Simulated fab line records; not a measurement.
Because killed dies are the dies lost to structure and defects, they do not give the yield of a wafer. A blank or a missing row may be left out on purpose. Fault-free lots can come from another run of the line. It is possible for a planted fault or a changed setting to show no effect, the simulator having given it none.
What tool caused it? -- flow n5_finfet -- 9 lots with 25 wafers sampled at 6 steps, on a route of 1938 steps

## WHAT EACH GAUGE READ, for each wafer
N5_BEOL_M1_CD_MEAS_18: pitch 36 nm, target cd 18 nm.
lot,measured,on,cd_nm (nm)
L221,day 7 05:54,cd_sem-03,17.9 17.5 17.8
L222,day 7 14:17,cd_sem-02,17.7 18.0
L224,day 8 01:50,cd_sem-03,17.7 18.1 17.4
L226,day 8 09:05,cd_sem-03,17.8 17.6
L230,day 9 10:38,cd_sem-03,17.4 17.4 17.4
L235,day 11 07:25,cd_sem-03,17.7 17.1 18.0
L238,day 11 11:09,cd_sem-03,17.6 18.1 17.5
L239,day 11 15:16,cd_sem-02,17.5 18.0 17.9
L240,day 11 23:29,cd_sem-01,17.6 17.9 17.8

N5_BEOL_M1_OCD_MEAS_38.
lot,measured,on,trench_depth_nm (nm)
L221,day 7 14:28,ocd-01,54.9 55.4 54.6
L222,day 8 06:49,ocd-01,62.8 54.3
L224,day 8 07:17,ocd-01,54.0 63.8 54.2
L226,day 8 14:25,ocd-01,61.9 62.0
L230,day 9 17:49,ocd-02,55.2 54.3 54.9
L235,day 11 19:11,ocd-02,52.4 55.3 55.1
L238,day 11 19:00,ocd-02,54.9 54.5 56.8
L239,day 11 21:50,ocd-01,55.9 55.7 51.9
L240,day 12 01:25,ocd-01,55.2 56.6 54.8

N5_BEOL_M4_RC_MEAS_101.
lot,measured,on,DIBL_N (mV/V),DIBL_P (mV/V),IOFF_N (nA/um),IOFF_P (nA/um),ION_N (uA/um),ION_P (uA/um),SS_N (mV/dec),SS_P (mV/dec),VT_N (mV),VT_P (mV)
L221,day 9 06:21,prober-02,35.2 36.7 34.6,35.2 36.1 35.2,0.14 0.16 0.13,0.18 0.18 0.17,681 673 665,460 455 461,71.1 71.7 70.6,73.5 72.3 72.1,251 251 250,-251 -254 -252
L222,day 9 23:31,prober-02,31.3 34.7,29.9 33.7,0.10 0.14,0.12 0.16,651 668,447 449,70.8 71.6,72.2 72.6,254 249,-256 -256
L224,day 10 01:41,prober-01,38.6 36.6 37.7,39.9 37.6 38.0,0.24 0.20 0.22,0.29 0.25 0.26,697 680 693,474 462 470,72.4 71.6 72.3,74.3 73.6 73.6,242 245 245,-245 -248 -248
L226,day 10 11:44,prober-01,34.5 34.3,35.0 34.6,0.14 0.13,0.21 0.20,673 668,467 465,70.8 70.4,72.9 72.5,249 252,-248 -251
L230,day 11 09:48,prober-01,37.6 35.4 39.6,38.4 36.5 41.7,0.19 0.17 0.26,0.25 0.22 0.33,678 679 688,467 470 481,71.1 71.9 72.7,73.8 73.1 74.7,250 249 242,-248 -248 -241
L235,day 14 00:33,prober-01,33.4 39.1 38.7,32.6 40.0 39.9,0.12 0.22 0.21,0.18 0.32 0.30,668 695 685,465 480 468,70.8 72.0 72.5,72.4 74.7 74.8,254 245 247,-252 -243 -247
L238,day 14 02:49,prober-02,36.8 38.6 34.2,36.9 37.4 32.8,0.16 0.20 0.13,0.20 0.21 0.16,672 692 664,463 465 452,71.1 71.9 71.2,73.5 73.9 71.9,249 247 252,-253 -251 -254
L239,day 13 23:46,prober-01,39.8 35.9 35.3,39.3 36.6 35.1,0.24 0.17 0.15,0.29 0.23 0.21,696 690 669,470 464 467,72.4 71.0 71.4,74.2 72.5 72.7,243 247 251,-246 -247 -252
L240,day 14 05:08,prober-01,34.0 35.2 35.9,33.6 34.5 34.8,0.12 0.14 0.15,0.18 0.19 0.19,669 666 673,459 456 456,71.1 71.7 71.7,73.0 73.5 72.7,253 252 250,-252 -254 -253

## WHAT TOOL EACH LOT RAN ON (gives the tool, then ch and the chambers of the sampled wafers, and finally the start)
lot,N5_BEOL_M1_HM_OPEN_17,N5_BEOL_M1_TRENCH_ETCH_37,N5_BEOL_M1_STRIP_97
L221,"rie_metal-01 ch 0,1, day 7 05:31","rie_diel-05 ch 1,2, day 7 14:19","rie_diel-05 ch 1,2, day 7 14:28 or earlier"
L222,"rie_metal-02 ch 1, day 7 14:07","rie_diel-05 ch 2, day 8 06:39","rie_diel-05 ch 2, day 8 06:49 or earlier"
L224,"rie_metal-01 ch 0,1, day 8 01:40","rie_diel-05 ch 1,3, day 8 07:07","rie_diel-05 ch 1,3, day 8 07:17 or earlier"
L226,"rie_metal-01 ch 0,1, day 8 08:56","rie_diel-05 ch 0,2, day 8 14:16","rie_diel-05 ch 0,2, day 8 14:25 or earlier"
L230,"rie_metal-02 ch 1, day 9 10:22","rie_diel-06 ch 0,3, day 9 17:40","rie_diel-06 ch 0,3, day 9 17:49 or earlier"
L235,"rie_metal-03 ch 0,1, day 11 07:13","rie_diel-03 ch 1,2,3, day 11 19:02","rie_diel-03 ch 1,2,3, day 11 19:11 or earlier"
L238,"rie_metal-02 ch 1, day 11 10:51","rie_diel-05 ch 1,2,3, day 11 18:50","rie_diel-05 ch 1,2,3, day 11 19:00 or earlier"
L239,"rie_metal-03 ch 0,1, day 11 15:05","rie_diel-03 ch 0,1,2, day 11 21:41","rie_diel-03 ch 0,1,2, day 11 21:50 or earlier"
L240,"rie_metal-03 ch 0, day 11 23:10","rie_diel-03 ch 2,3, day 12 01:16","rie_diel-03 ch 2,3, day 12 01:25 or earlier"
- N5_BEOL_M1_HM_OPEN_17: chemistry Cl2/BCl3, target TiN, target depth 20 nm, overetch 6 nm.
- N5_BEOL_M1_TRENCH_ETCH_37: etches SiOC in C4F6/O2, target depth 55.207 nm, time 29 s.
- N5_BEOL_M1_STRIP_97: strips in N2/H2, time 10 s.

## AS READ BY THE TOOLS THEMSELVES (means over the sampled wafers that have a number; for cases with no such wafer, the mark the record gives instead)
N5_BEOL_M1_HM_OPEN_17.
lot,tool,chamber_pressure_mTorr (mTorr),drypump_motor_current_A (A),oes_product_au (a.u.),throttle_valve_pct (%)
L221,rie_metal-01,10.002,6.1,0.66,22.04
L222,rie_metal-02,9.993,5.9,0.52,22.44
L224,rie_metal-01,10.002,5.9,0.67,22.12
L226,rie_metal-01,10.001,6.0,0.67,22.07
L230,rie_metal-02,9.995,5.9,0.52,22.43
L235,rie_metal-03,9.989,5.5,0.73,22.18
L238,rie_metal-02,10.009,5.9,0.52,22.44
L239,rie_metal-03,9.991,5.5,0.72,22.19
L240,rie_metal-03,10.014,5.4,0.74,22.26

N5_BEOL_M1_TRENCH_ETCH_37.
lot,tool,chamber_pressure_mTorr (mTorr),drypump_motor_current_A (A),oes_product_au (a.u.),rf_vpp_V (V),run_length_s (s),showerhead_plenum_p_Torr (Torr),throttle_valve_pct (%)
L221,rie_diel-05,30.015,5.97,0.70,663,52.4,2.87,21.19
L222,rie_diel-05,29.971,6.08,0.70,650,54.1,2.72,21.16
L224,rie_diel-05,29.989,5.83,0.77,670,53.5,2.93,21.09
L226,rie_diel-05,30.010,5.86,0.82,666,56.7,2.82,20.75
L230,rie_diel-06,30.008,5.94,0.79,655,52.2,2.79,20.66
L235,rie_diel-03,30.021,5.83,0.77,670,52.4,2.90,20.72
L238,rie_diel-05,30.001,5.87,0.75,661,52.1,2.84,21.09
L239,rie_diel-03,30.008,5.88,0.80,671,52.0,2.95,20.63
L240,rie_diel-03,30.028,5.56,0.80,670,52.4,2.83,20.87

N5_BEOL_M1_STRIP_97.
lot,tool,bias_power_w (W),chamber_pressure_mTorr (mTorr),drypump_motor_current_A (A),oes_product_au (a.u.),rf_vpp_V (V),showerhead_plenum_p_Torr (Torr),throttle_valve_pct (%)
L221,rie_diel-05,6.995,19.976,5.97,0.71,59.8,2.56,24.0
L222,rie_diel-05,6.994,20.007,6.03,0.71,59.6,2.43,23.9
L224,rie_diel-05,6.994,20.020,5.82,0.76,59.2,2.61,23.9
L226,rie_diel-05,6.994,19.973,5.83,0.84,59.7,2.52,23.5
L230,rie_diel-06,6.990,20.007,5.94,0.81,59.2,2.47,23.2
L235,rie_diel-03,6.999,20.008,5.83,0.78,59.0,2.59,23.5
L238,rie_diel-05,7.007,20.028,5.86,0.74,59.2,2.53,23.9
L239,rie_diel-03,7.014,19.988,5.88,0.81,59.4,2.64,23.5
L240,rie_diel-03,7.000,20.017,5.55,0.80,59.1,2.53,23.7

## THE ANSWER, worked out from the rows above alone
Rule: usual is defined by the lots themselves. Put in order of their means at a reading, lots are off if they are a third of the lots or fewer, leave a main group of 4 or more, and stand apart from it by a gap of 3 or more times the standard deviation of the main group's means; of several such gaps the widest counts. Not used: any main group whose means are identical at the precision the tables above print for the reading. Also off: a lot with no number at a reading for which 4 or more lots have one. The other lots that the step has rows for count as sound. Order of review: gauges by route order, followed by the tools' own readings, for which a lot's mean as printed above is used. At the first step where some lot is off, the reading lying furthest off is the one used; lots without a number count as furthest.
Off: L222, L224, L226 (N5_BEOL_M1_OCD_MEAS_38, trench_depth_nm). Main group: mean 54.9 nm, sd 0.45.
If a tool, at a process step before that reading, ran all the lots that are off and no sound lot after the first of them, it fits. The gauges at N5_BEOL_M1_OCD_MEAS_38 aren't tried: what is off there is off at N5_BEOL_M1_TRENCH_ETCH_37 too, on other tools, and a gauge's error can't cause that. N5_BEOL_M1_STRIP_97: start missing for some lots; hours and lot order therefore follow N5_BEOL_M1_OCD_MEAS_38. No candidate that was tried fits.

## WHAT THE SIMULATOR HAD INSERTED
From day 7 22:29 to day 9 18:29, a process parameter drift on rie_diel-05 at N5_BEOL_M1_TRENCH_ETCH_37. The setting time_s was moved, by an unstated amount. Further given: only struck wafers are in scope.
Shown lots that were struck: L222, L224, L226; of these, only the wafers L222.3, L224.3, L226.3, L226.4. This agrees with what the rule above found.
